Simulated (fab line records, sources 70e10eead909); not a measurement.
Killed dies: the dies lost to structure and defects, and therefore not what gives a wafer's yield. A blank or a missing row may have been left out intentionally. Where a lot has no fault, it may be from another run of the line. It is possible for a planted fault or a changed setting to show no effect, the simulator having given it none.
One fault through the eyes of 2 desks | flow nand harc | only its own numbers are on each desk; what lay behind them is given at the end

## AT THE METROLOGY DESK
What the gauges read for every lot (on any tool): the sampled wafers with a number, averaged. Any lot whose mean is over 4 standard deviations away from the usual mean is out of limits and marked OUT; that distance is given in the brackets.
Columns: A = thk nm at NHARC_A_CHANNEL_FILL_D1_THK_MEAS_06, usual 4.9 nm
lot  | first seen here | A
L868 | day 10 10:42    | 5.0
L869 | day 11 03:24    | 4.0
L870 | day 11 14:06    | 4.4
L871 | day 11 23:17    | 5.1
L873 | day 12 22:17    | 4.7
L874 | day 13 02:25    | 4.6
L875 | day 13 17:20    | 5.0
L881 | day 16 11:37    | 4.9
L883 | day 17 02:42    | 4.7
L888 | day 19 03:17    | 5.0
L889 | day 20 03:09    | 4.7
L890 | day 20 03:09    | 4.9
Result from this desk: across the 12 lots, nothing is out of limits.

## TOOL OWNER'S DESK, rie diel-10
The tool's own readings at NHARC_A_CHANNEL_FILL_D1_ETCHBACK_20 (etches the open film in C4F8/O2/Ar, target depth 27 nm, time 13.5 s): means of the sampled wafers that have a number, for each lot that ran on this tool. Any lot whose mean is over 4 standard deviations away from the usual mean is out of limits and marked OUT; that distance is given in the brackets.
Columns: A = chamber pressure mTorr at NHARC_A_CHANNEL_FILL_D1_ETCHBACK_20, usual 25.005 mTorr; B = oes product au at NHARC_A_CHANNEL_FILL_D1_ETCHBACK_20, usual 0.97 a.u.; C = rf vpp V at NHARC_A_CHANNEL_FILL_D1_ETCHBACK_20, usual 977 V
lot  | first seen here | A      | B    | C
L868 | day 9 22:44     | 25.004 | 0.92 | 977
L869 | day 10 15:41    | 25.010 | 0.92 | 981
L870 | day 11 02:18    | 24.984 | 0.93 | 977
L871 | day 11 11:34    | 25.006 | 1.01 | 984
L873 | day 12 10:30    | 25.004 | 1.02 | 980
L875 | day 13 05:28    | 25.031 | 1.00 | 981
L881 | day 15 23:41    | 25.004 | 0.92 | 979
L883 | day 16 14:40    | 24.986 | 0.97 | 975
Result from this desk: across the 8 lots, nothing is out of limits.

## ALL TOGETHER
The metrology desk saw nothing out of limits.
The desk of the tool owner found nothing out of limits.

## WHAT THE SIMULATOR HAD INSERTED
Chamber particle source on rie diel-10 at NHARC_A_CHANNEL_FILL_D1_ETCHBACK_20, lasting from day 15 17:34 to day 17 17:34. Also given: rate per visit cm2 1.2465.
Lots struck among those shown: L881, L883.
